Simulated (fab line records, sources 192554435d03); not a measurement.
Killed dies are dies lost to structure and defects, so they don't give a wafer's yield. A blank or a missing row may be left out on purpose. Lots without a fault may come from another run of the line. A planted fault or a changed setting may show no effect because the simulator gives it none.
Split-lot experiment | flow n5_finfet | 7 lots, 21 wafers read, on a route of 1938 steps

THE SPLIT
At N5_HKMG_FIN_ETCH_35 (etches SOC in N2/H2, target depth 215.8 nm, time 243.4 s), the setting source_w was moved away from the recipe's 3000 W on 7 of the 21 wafers read, by -13.0% to +15.5%. The other wafers ran this setting at the recipe's value.

The reading is taken at the split's own step.

THE READING
rf_vpp_V, in V, at N5_HKMG_FIN_ETCH_35 (etches SOC in N2/H2, target depth 215.8 nm, time 243.4 s). Fault-free wafers of this fab line usually give 142.0 V, standard deviation 0.83 V.

wafer  | tool, chamber at the split | source_w as run, W | against the recipe | rf_vpp_V, V | against lot-mates on the recipe
L077.4 | rie_diel-03, 3             | 3000               | recipe             | 141.4       | -
L077.5 | rie_diel-03, 3             | 2785               | -7.2%              | 145.6       | +4.2
L077.6 | rie_diel-03, 2             | 2785               | -7.2%              | 146.2       | +4.8
L082.2 | rie_diel-03, 1             | 3000               | recipe             | 140.9       | -
L082.5 | rie_diel-03, 2             | 3000               | recipe             | 142.0       | -
L082.6 | rie_diel-03, 3             | 3000               | recipe             | 140.1       | -
L085.3 | rie_diel-01, 1             | 3000               | recipe             | 141.6       | -
L085.4 | rie_diel-01, 3             | 2694               | -10.2%             | 147.1       | +5.5
L085.5 | rie_diel-01, 2             | 2694               | -10.2%             | 148.8       | +7.2
L087.3 | rie_diel-03, 3             | 2611               | -13.0%             | 148.1       | +6.4
L087.4 | rie_diel-03, 1             | 3000               | recipe             | 141.4       | -
L087.6 | rie_diel-03, 0             | 3000               | recipe             | 141.9       | -
L091.1 | rie_diel-06, 2             | 3000               | recipe             | 141.4       | -
L091.2 | rie_diel-06, 3             | 3000               | recipe             | 141.6       | -
L091.3 | rie_diel-06, 1             | 3466               | +15.5%             | 135.0       | -6.5
L092.1 | rie_diel-01, 2             | 3000               | recipe             | 141.7       | -
L092.3 | rie_diel-01, 3             | 2613               | -12.9%             | 148.4       | +6.3
L092.5 | rie_diel-01, 2             | 3000               | recipe             | 142.6       | -
L095.1 | rie_diel-06, 2             | 3000               | recipe             | 143.6       | -
L095.2 | rie_diel-06, 0             | 3000               | recipe             | 142.1       | -
L095.5 | rie_diel-06, 2             | 3000               | recipe             | 142.4       | -

THE FIT
A straight line over all 21 wafers: rf_vpp_V changes by -0.507 V for each +1% of source_w; r = -0.97; the points scatter about the line by 0.84 V.
The same after taking each lot's own level away (the mean of its wafers on the recipe; 21 wafers): -0.506 V for each +1%; r = -0.98; scatter 0.74 V.
On that fit, the largest move of source_w shifts the reading by 7.9 V.
The lots' own levels span 141.00 to 142.70 V, that is 2.0 times the standard deviation above.
So the lot-to-lot level changes the slope little: the two slopes agree.
Check: with one of the wafers moved furthest among these (+15.5%) left out of the fit, the line predicts -8.49 V for it against its lot-mates. It came out at -6.5 V against them.
Tool readings at the split's step, against how far the setting was moved: rf_vpp_V r = -0.97.

OTHER SPLITS ON THESE WAFERS
These wafers also went through other splits before the reading. Each is held against what the fit with the lots' levels taken away leaves over:
other split on the same wafers       | wafers away from the commonest value | r with rf_vpp_V (lot level and that fit taken away)
N5_SD_EPI_N_ETCH_45 target_depth_a   | 8                                    | +0.04
N5_SD_EPI_N_EPI_21 epi_growth_time_s | 10                                   | -0.10
N5_SDB_CUT_ETCH_26 bias_w            | as run: not given for these wafers   | -
N5_SDB_ALD_29 ald_cycles             | 4                                    | -0.16
N5_HKMG_FIN_DESCUM_17 time_s         | 6                                    | -0.03

THE WHOLE CHAIN: every reading that the file lists as answering this split, in the file's order
step                | what it does                                             | reading                                                                         | change (the file's fit)              | r (the file's)
N5_HKMG_FIN_ETCH_35 | etches SOC in N2/H2, target depth 215.8 nm, time 243.4 s | rf_vpp_V                                                                        | -0.491 V for each +1% of the setting | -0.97
N5_HKMG_FIN_ETCH_35 | etches SOC in N2/H2, target depth 215.8 nm, time 243.4 s | etch.depth_nm (the simulator's own value, which no gauge read)                  | +1.78 nm for each +1% of the setting | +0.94
N5_HKMG_FIN_ETCH_35 | etches SOC in N2/H2, target depth 215.8 nm, time 243.4 s | SOC_of_HKMG_FIN_COAT_29.thk_nm (the simulator's own value, which no gauge read) | -1.77 nm for each +1% of the setting | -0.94
N5_HKMG_FIN_ETCH_35 | etches SOC in N2/H2, target depth 215.8 nm, time 243.4 s | HKMG_FIN.feature_depth_nm (the simulator's own value, which no gauge read)      | +1.78 nm for each +1% of the setting | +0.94

THE FILE'S OWN FIT
rf_vpp_V changes by -0.491 V for each +1% of source_w, r = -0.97.
